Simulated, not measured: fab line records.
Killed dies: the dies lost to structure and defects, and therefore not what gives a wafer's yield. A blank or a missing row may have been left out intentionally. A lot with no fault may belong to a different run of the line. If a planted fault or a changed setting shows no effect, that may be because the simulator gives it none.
Chamber matching | flow nand-harc | 3 sister chambers for NHARC_A_STAIRCASE_DEP_471 on pecvd-03
The step deposits SiO2, target thk 100 nm. 6 wafers are shown with their chamber, then 8 later ones without.

WAFERS WITH THEIR CHAMBER
wafer  | chamber | throttle-valve-pct (%) | heater-power-w (W)
L085.4 | 2       | 16.0                   | 460
L085.5 | 0       | 15.5                   | 537
L084.2 | 1       | 15.6                   | 435
L084.3 | 2       | 16.1                   | 481
L084.6 | 1       | 15.5                   | 433
L090.1 | 0       | 15.6                   | 577

WAFERS WITHOUT THEIR CHAMBER
wafer  | throttle-valve-pct (%) | heater-power-w (W)
L090.2 | 15.5                   | 464
L090.5 | 15.7                   | 588
L091.2 | 15.6                   | 439
L091.4 | 15.4                   | 504
L091.5 | 15.6                   | 551
L095.1 | 15.8                   | 468
L095.3 | 15.6                   | 452
L095.4 | 15.6                   | 465

EACH ONE'S CHAMBER
wafer  | from the rows above     | in truth
L090.2 | 1                       | 1
L090.5 | 0                       | 0
L091.2 | 1                       | 1
L091.4 | can't be placed: 0 or 1 | 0
L091.5 | 0                       | 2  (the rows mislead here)
L095.1 | can't be placed: 2 or 1 | 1
L095.3 | 1                       | 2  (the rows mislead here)
L095.4 | 1                       | 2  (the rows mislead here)
Placed correctly: 3 of 8. These rows do not allow placing 2 (true chamber among the candidates in 2). Number placed wrongly: 3.
How it was worked out, from the rows above alone: a wafer's distance from a chamber is the root of the sum, over the readings, of the square of ((its reading less the chamber's mean) divided by the reading's scatter). The wafer belongs to the nearest chamber; if the next one is less than 2 further off, it can't be placed. For every chamber, the mean is computed from those of its wafers that are shown. The scatter is the square root of a quotient: the sum, over the shown wafers, of each reading's squared deviation from its chamber's mean, divided by wafers minus chambers.
